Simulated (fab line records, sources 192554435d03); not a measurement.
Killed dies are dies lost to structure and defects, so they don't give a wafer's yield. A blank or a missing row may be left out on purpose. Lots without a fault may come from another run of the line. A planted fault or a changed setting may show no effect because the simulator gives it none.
Split-lot experiment | flow n5_finfet | 7 lots, 39 wafers read, on a route of 1938 steps

THE SPLIT
At N5_DUMMY_GATE_ETCH_31 (etches SiO2 in C4F6/O2, target depth 82.5 nm, time 27.5 s), the setting target_depth_a was moved away from the recipe's 825 angstrom on 12 of the 39 wafers read, by -10.0% to +9.7%. The other wafers ran this setting at the recipe's value.

The reading is taken at the split's own step.

THE READING
SOC_of_DUMMY_GATE_COAT_34.thk_nm (the simulator's own value, which no gauge read), in nm, at N5_DUMMY_GATE_ETCH_31 (etches SiO2 in C4F6/O2, target depth 82.5 nm, time 27.5 s). The file gives no usual value for it. The 27 wafers here that ran the recipe average 51.7 nm, standard deviation 0.28 nm.

wafer  | tool, chamber at the split | target_depth_a as run, angstrom | against the recipe | SOC_of_DUMMY_GATE_COAT_34.thk_nm, nm | against lot-mates on the recipe
L077.1 | rie_diel-06, 3             | 825                             | recipe             | 51.8                                 | -
L077.2 | rie_diel-06, 0             | 825                             | recipe             | 51.8                                 | -
L077.3 | rie_diel-06, 2             | 825                             | recipe             | 51.8                                 | -
L077.4 | rie_diel-06, 1             | 825                             | recipe             | 52                                   | -
L077.5 | rie_diel-06, 1             | 825                             | recipe             | 52.2                                 | -
L077.6 | rie_diel-06, 2             | 825                             | recipe             | 51.8                                 | -
L078.1 | rie_diel-02, 3             | 745.7                           | -9.6%              | 52.4                                 | +0.5
L078.2 | rie_diel-02, 0             | 825                             | recipe             | 51.8                                 | -
L078.3 | rie_diel-02, 1             | 825                             | recipe             | 52.2                                 | -
L078.4 | rie_diel-02, 2             | 825                             | recipe             | 51.6                                 | -
L078.5 | rie_diel-02, 3             | 745.7                           | -9.6%              | 52.6                                 | +0.7
L078.6 | rie_diel-02, 2             | 745.7                           | -9.6%              | 52.4                                 | +0.5
L084.1 | rie_diel-06, 3             | 825                             | recipe             | 51.4                                 | -
L084.2 | rie_diel-06, 1             | 825                             | recipe             | 51.4                                 | -
L084.3 | rie_diel-06, 2             | 825                             | recipe             | 51.6                                 | -
L084.4 | rie_diel-06, 0             | 825                             | recipe             | 51.2                                 | -
L084.5 | rie_diel-06, 0             | 825                             | recipe             | 51.4                                 | -
L084.6 | rie_diel-06, 1             | 825                             | recipe             | 51.4                                 | -
L086.1 | rie_diel-06, 1             | 897.9                           | +8.8%              | 50.8                                 | -0.8
L086.2 | rie_diel-06, 3             | 897.9                           | +8.8%              | 50.8                                 | -0.8
L086.3 | rie_diel-06, 0             | 897.9                           | +8.8%              | 50.8                                 | -0.8
L086.4 | rie_diel-06, 2             | 825                             | recipe             | 51.6                                 | -
L086.5 | rie_diel-06, 2             | 825                             | recipe             | 51.6                                 | -
L086.6 | rie_diel-06, 3             | 825                             | recipe             | 51.6                                 | -
L093.1 | rie_diel-02, 3             | 825                             | recipe             | 52.2                                 | -
L093.2 | rie_diel-02, 1             | 904.7                           | +9.7%              | 51                                   | -1.0
L093.3 | rie_diel-02, 0             | 904.7                           | +9.7%              | 51.2                                 | -0.8
L093.4 | rie_diel-02, 0             | 825                             | recipe             | 52                                   | -
L093.5 | rie_diel-02, 3             | 904.7                           | +9.7%              | 51.2                                 | -0.8
L093.6 | rie_diel-02, 1             | 825                             | recipe             | 51.8                                 | -
L094.1 | rie_diel-02, 3             | 825                             | recipe             | 52                                   | -
L094.2 | rie_diel-02, 1             | 825                             | recipe             | 52                                   | -
L094.3 | rie_diel-02, 2             | 825                             | recipe             | 51.4                                 | -
L094.4 | rie_diel-02, 0             | 742.9                           | -10.0%             | 52.8                                 | +1.0
L094.5 | rie_diel-02, 3             | 742.9                           | -10.0%             | 53                                   | +1.2
L094.6 | rie_diel-02, 0             | 742.9                           | -10.0%             | 53                                   | +1.2
L095.3 | rie_diel-01, 1             | 825                             | recipe             | 52                                   | -
L095.4 | rie_diel-01, 2             | 825                             | recipe             | 52                                   | -
L095.6 | rie_diel-01, 0             | 825                             | recipe             | 51.6                                 | -

THE FIT
A straight line over all 39 wafers: SOC_of_DUMMY_GATE_COAT_34.thk_nm changes by -0.0909 nm for each +1% of target_depth_a; r = -0.88; the points scatter about the line by 0.27 nm.
The same after taking each lot's own level away (the mean of its wafers on the recipe; 39 wafers): -0.0895 nm for each +1%; r = -0.93; scatter 0.19 nm.
On that fit, the largest move of target_depth_a shifts the reading by 0.89 nm.
The lots' own levels span 51.40 to 52.00 nm, that is 2.2 times the standard deviation above.
So the lot-to-lot level changes the slope little: the two slopes agree.
Check: with one of the wafers moved furthest among these (-10.0%) left out of the fit, the line predicts +0.874 nm for it against its lot-mates. It came out at +1 nm against them.

THE WHOLE CHAIN: every reading that the file lists as answering this split, in the file's order
step                  | what it does                                              | reading                                                                           | change (the file's fit)                | r (the file's)
N5_DUMMY_GATE_ETCH_31 | etches SiO2 in C4F6/O2, target depth 82.5 nm, time 27.5 s | etch.depth_nm (the simulator's own value, which no gauge read)                    | +0.847 nm for each +1% of the setting  | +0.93
N5_DUMMY_GATE_ETCH_31 | etches SiO2 in C4F6/O2, target depth 82.5 nm, time 27.5 s | SOC_of_DUMMY_GATE_COAT_34.thk_nm (the simulator's own value, which no gauge read) | -0.0895 nm for each +1% of the setting | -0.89

THE FILE'S OWN FIT
SOC_of_DUMMY_GATE_COAT_34.thk_nm changes by -0.0895 nm for each +1% of target_depth_a, r = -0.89.
